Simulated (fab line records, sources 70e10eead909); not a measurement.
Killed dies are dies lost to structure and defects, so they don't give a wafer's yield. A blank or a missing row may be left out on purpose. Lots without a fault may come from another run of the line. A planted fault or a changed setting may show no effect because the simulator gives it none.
fab line records | flow nand_harc
record lots=5 wafers=15 last_day=33
route steps=1302 shown A_SGD_CUT@892 END@1302
lots that met no fault: from a run of the same line without faults
start_h: hours from the record's first day to the start of the lot's first wafer shown | wait_h: hours since the lot's step before | " the same as in the row above | L1.1+2: a row that stands for several wafers | - no value, or no start given | * or withheld: withheld | < > ~ a bound
route shown NAME@n: a module of which the file shows steps, and the number in the route of the first | usual: mean/standard deviation of fault-free wafers | same: alike in all rows | chamber/n: place in a boat | sites: the reading at each site | _std_site: their standard deviation | _edge_site: outer sites' mean less inner sites' | radius_mm: how far each site lies from the wafer's centre | mask NAME#n: copy n | behind: the tool/chamber that last shaped the wafer | hold: why the lot was held/for how many hours/how that ended | device: the transistor (n, p or np) that didn't switch | end of line: the same wafers' tests at the end of the route | a step without rows: its recipe alone | killed: dies lost to structure and defects at the first sort, not the wafer's yield | map: a wafer's dies, x killed, . not, _ none there
set.NAME: the setting as run; set.NAME@STEP: as run at that earlier step | model.NAME: the simulator's own value behind a step, which no gauge read
lots at some steps of the route; a table a step, a row a wafer
services: from which hour (start_h, from the record's first day; less than 0 if before it) a tool's chamber was out of use, for how many hours, and why
## steps
# step NHARC_A_SGD_CUT_HMDS_02
# recipe time_s=30
# step NHARC_A_SGD_CUT_COAT_56
# recipe temp_c=260 time_s=75
# step NHARC_A_SGD_CUT_COAT_57
# recipe temp_c=225 time_s=65
# step NHARC_A_SGD_CUT_COAT_03
# recipe spin_rpm=1500 resist_thk_nm=90
# step NHARC_A_SGD_CUT_SOFTBAKE_04
# recipe temp_c=105 time_s=55
# step NHARC_A_SGD_CUT_EBR_05
# step NHARC_A_SGD_CUT_EXPOSE_06
# recipe na=1.35 dose_mj=85.59 mask_id=SGD
# step NHARC_A_SGD_CUT_PEB_07
# recipe peb_temp_c=100 peb_time_s=65
# step NHARC_A_SGD_CUT_DEVELOP_08
# recipe develop_time_s=35 dev_temp_c=23
# step NHARC_A_SGD_CUT_CD_MEAS_09
# recipe target_cd_nm=100 landing_energy_ev=500
# usual cd_nm=99.9/0.41
# columns lot.wafer tool chamber start_h wait_h cd_nm
L295.2 cd_sem-03 0 447.09 - 99.6
L295.4 " 0 " " 100.4
L295.6 " 0 " " 99.7
L303.3 cd_sem-01 0 521.22 - 100.4
L303.4 " 0 " " 100.4
L303.5 " 0 " " 100.0
L306.3 cd_sem-01 0 557.54 - 99.5
L306.4 " 0 " " 99.8
L306.6 " 0 " " 99.5
L312.1 cd_sem-02 0 634.23 - 99.8
L312.5 " 0 " " 100.0
L312.6 " 0 " " 99.9
L317.1 cd_sem-02 0 656.95 - 100.3
L317.5 " 0 " " 99.7
L317.6 " 0 " " 99.4
# step NHARC_A_SGD_CUT_OVL_MEAS_10
# usual overlay_x_nm=-0.1/0.87 overlay_y_nm=-0.4/0.77
# columns lot.wafer tool chamber start_h wait_h overlay_x_nm overlay_y_nm
L295.2 overlay-01 - 447.18 - 0.2 -1.5
L295.4 " - " " 0.4 -1.4
L295.6 " - " " 0.2 -1.7
L303.3 overlay-01 - 521.30 - -0.6 -1.1
L303.4 " - " " 0.0 -1.3
L303.5 " - " " -0.3 -0.6
L306.3 overlay-01 - 557.63 - 0.1 -1.1
L306.4 " - " " 0.4 -1.5
L306.6 " - " " 0.3 -1.0
L312.1 overlay-01 - 634.32 - 0.1 -0.6
L312.5 " - " " 0.2 -0.4
L312.6 " - " " 0.6 0.1
L317.1 overlay-01 - 657.04 - 0.0 -0.5
L317.5 " - " " 0.5 -0.4
L317.6 " - " " 0.0 -1.3
# step NHARC_A_SGD_CUT_INSPECT_11
# usual raw_defect_count=60/29
# columns lot.wafer tool chamber start_h wait_h raw_defect_count
L295.2 defect_inspect-01 - 447.21 0.0 61
L295.4 " - " " 67
L295.6 " - " " 72
L303.3 defect_inspect-02 - 521.34 0.0 23
L303.4 " - " " 26
L303.5 " - " " 26
L306.3 defect_inspect-01 - 557.66 0.0 31
L306.4 " - " " 39
L306.6 " - " " 42
L312.1 defect_inspect-02 - 634.36 0.0 57
L312.5 " - " " 65
L312.6 " - " " 68
L317.1 defect_inspect-01 - 657.08 0.0 28
L317.5 " - " " 33
L317.6 " - " " 36
# step NHARC_A_SGD_CUT_DESCUM_14
# recipe time_s=3 o2_flow_sccm=200 ar_flow_sccm=0 bias_power_w=0 chemistry=O2
# usual drypump_motor_current_A=5.8/0.58 oes_product_au=1.000/0.0073 rf_vpp_V=57.8/0.88 run_length_s=23.7/0.35 showerhead_plenum_p_Torr=1.89/0.072 throttle_valve_pct=11.310/0.0098
# columns lot.wafer tool chamber start_h wait_h drypump_motor_current_A oes_product_au rf_hours_counter_h rf_vpp_V run_length_s showerhead_plenum_p_Torr throttle_valve_pct
L295.4 rie_diel-03 0 447.29 0.1 5.7 1.001 14 57.4 23.5 2.03 11.312
L295.2 " 1 " " 6.0 0.984 13 58.2 23.5 1.85 11.316
L295.6 " 2 " " 5.9 0.998 - 59.2 24.0 1.95 11.317
L303.4 rie_diel-10 1 521.41 0.1 6.5 0.994 5 57.1 23.9 1.82 11.315
L303.3 " 2 " " 6.0 1.003 3 57.6 24.0 1.97 11.317
L303.5 " 0 " " 6.4 1.001 - 57.3 24.5 1.92 11.308
L306.3 rie_diel-13 1 557.72 0.1 5.0 1.006 1 57.7 24.1 1.82 11.313
L306.4 " 2 " " 5.4 0.997 1 56.9 23.4 1.94 11.334
L306.6 " 2 " " 5.4 1.003 - 57.1 23.1 1.94 11.302
L312.1 rie_diel-03 2 634.46 0.1 5.9 1.007 14 56.3 25.2 1.94 11.297
L312.6 " 0 " " 5.7 1.003 - 58.9 23.4 2.03 11.313
L312.5 " 1 " " 6.0 1.000 - 57.1 23.8 1.85 11.314
L317.1 rie_diel-10 3 657.15 0.1 6.6 1.011 4 58.2 23.6 1.94 11.328
L317.5 " 1 " " 6.5 1.003 - 57.2 23.8 1.81 11.323
L317.6 " 2 " " 6.0 1.011 - 58.7 24.2 1.97 11.310
# step NHARC_A_SGD_CUT_ETCH_58
# recipe target_depth_a=390 over_etch_frac=0.3 time_s=65 ion_energy_ev=80 cf4_flow_sccm=150 ar_flow_sccm=0 rf_w=300 bias_w=100 chemistry=CF4
# usual bias_w=100.03/0.28 drypump_motor_current_A=5.8/0.56 oes_product_au=1.002/0.0078 rf_vpp_V=151.0/1 showerhead_plenum_p_Torr=1.75/0.063 throttle_valve_pct=13.285/0.0096
# columns lot.wafer tool chamber start_h wait_h bias_w drypump_motor_current_A oes_product_au rf_hours_counter_h rf_vpp_V showerhead_plenum_p_Torr throttle_valve_pct
L295.4 rie_diel-03 3 447.36 0.1 99.79 4.8 1.000 14 151.7 1.70 13.292
L295.2 " 1 " " 100.36 6.0 0.995 13 151.1 1.72 13.287
L295.6 " 3 " " 100.16 4.8 1.006 - 151.2 1.70 13.288
L303.4 rie_diel-10 0 521.50 0.1 100.30 6.4 1.003 5 150.1 1.78 13.265
L303.3 " 1 " " 100.10 6.5 0.988 5 151.2 1.69 13.270
L303.5 " 3 " " 99.92 6.5 0.998 - 152.5 1.79 13.286
L306.4 rie_diel-13 0 557.81 0.1 100.33 6.4 0.987 1 150.9 1.71 13.281
L306.3 " 3 " " 99.89 5.6 0.999 1 151.4 1.67 13.293
L306.6 " 1 " " 99.83 5.0 0.994 - 149.9 1.68 13.276
L312.1 rie_diel-03 3 634.54 0.1 99.71 4.8 1.011 17 149.6 1.69 13.264
L312.5 " 1 " " 100.20 6.0 0.995 - 151.3 1.71 13.296
L312.6 " 2 " " 100.03 5.9 1.001 - 151.2 1.79 13.278
L317.1 rie_diel-10 1 657.23 0.1 99.65 6.5 1.010 4 151.2 1.68 13.278
L317.5 " 0 " " 100.18 6.4 1.005 - 150.8 1.77 13.278
L317.6 " 1 " " 100.02 6.5 1.004 - 150.1 1.68 13.289
# step NHARC_END_SORT_01
# recipe temp_c=25
# usual killed_at_array=61/23 killed_at_other=1.3/1.4 killed_at_periphery=4.0/2.6 killed_dies=66/22 killed_open=3.4/1.8 killed_short=2.3/1.4
# same gross_dies=677
# columns lot.wafer tool chamber start_h wait_h killed_at_array killed_at_other killed_at_periphery killed_dies killed_open killed_short
L303.3 prober-02 0 642.22 3.1 27 1 11 39 4 1
L303.4 prober-02 0 643.03 3.4 26 1 10 37 4 1
L303.5 prober-02 0 643.84 3.7 23 0 10 33 3 2
L306.3 prober-01 0 679.37 3.1 46 2 3 51 4 0
# killed by level:class
L303.3 A_CHANNEL_HOLE_D2:chamber_film_flake=15 P_BONDPAD:chamber_film_flake=6 P_M0:chamber_film_flake=3 A_CHANNEL_HOLE_D1:chamber_film_flake=3 P_ZERO_WELL:chamber_film_flake=2 A_CHANNEL_FILL_D2:geometric_particle:open=1 A_CHANNEL_FILL_D2:geometric_particle:short=1 A_SGD_CUT:geometric_particle:open=1
L303.4 A_CHANNEL_HOLE_D2:chamber_film_flake=13 P_BONDPAD:chamber_film_flake=5 A_CONTACT:chamber_film_flake=4 P_M0:chamber_film_flake=3 A_CHANNEL_HOLE_D1:chamber_film_flake=2 A_DECK1_JOINT:chamber_film_flake=2 P_CONTACT:geometric_particle:open=1 A_DECK1_JOINT:geometric_particle:open=1
L303.5 A_CHANNEL_HOLE_D2:chamber_film_flake=11 A_CHANNEL_HOLE_D1:chamber_film_flake=7 P_BONDPAD:chamber_film_flake=4 P_M0:chamber_film_flake=3 A_WL_FILL:geometric_particle:open=2 P_ZERO_WELL:chamber_film_flake=2 P_CONTACT:geometric_particle:short=1 A_M0:geometric_particle:short=1
L306.3 A_SLIT:chamber_film_flake=26 A_CHANNEL_HOLE_D2:chamber_film_flake=12 A_CHANNEL_FILL_D2:geometric_particle:open=2 A_CHANNEL_HOLE_D1:chamber_film_flake=2 P_GATE:geometric_particle:open=1 A_M0:geometric_particle:open=1 P_ZERO_WELL:chamber_film_flake=1 P_CONTACT:chamber_film_flake=1
## services
# columns tool chamber start_h hours kind
rie_diel-10 0 428.50 - clean
rie_diel-10 1 428.50 - clean
rie_diel-10 2 428.50 - clean
rie_diel-10 3 428.50 - clean
rie_diel-03 0 437.30 - clean
rie_diel-03 1 437.30 - clean
rie_diel-03 2 437.30 - clean
rie_diel-03 3 437.30 - clean
rie_diel-10 2 446.74 13.7 repair
rie_diel-03 - 458.30 9.0 pm
rie_diel-13 3 467.93 1.9 repair
rie_diel-13 3 475.17 6.2 repair
rie_diel-13 1 480.86 5.4 repair
rie_diel-03 1 499.91 9.9 repair
rie_diel-03 2 515.60 7.7 repair
rie_diel-13 - 519.04 9.0 pm
rie_diel-03 - 535.04 0.7 repair
rie_diel-10 3 543.77 5.0 repair
rie_diel-13 3 547.43 2.9 repair
rie_diel-03 2 581.81 9.6 repair
rie_diel-10 - 582.42 0.3 repair
rie_diel-10 - 596.50 9.0 pm
rie_diel-13 - 628.07 0.5 repair
rie_diel-13 0 637.30 15.2 repair
## key
first_sign step=NHARC_A_SGD_CUT_DESCUM_14 reading=run_length_s direction=up sigmas=4.1 usual=* struck=*
effect none on later readings
met_at NHARC_A_SGD_CUT_DESCUM_14
struck_wafers L312.1
tester_left_out L312
onset_between 447.29 634.46
fault kind=process_parameter_drift tool=rie_diel-03 chamber=2 onset_h=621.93 steps=NHARC_A_SGD_CUT_DESCUM_14 channel=time_s offset=* shape=step end_h=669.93 acts_in=* stated=*
# tester_left_out: of these lots the tester's yield and bins aren't shown, on N5 and GAA mostly nor the transistor test; their killed dies are dies lost to structure and defects alone, not to doping, threshold or leakage, so they don't give the yield
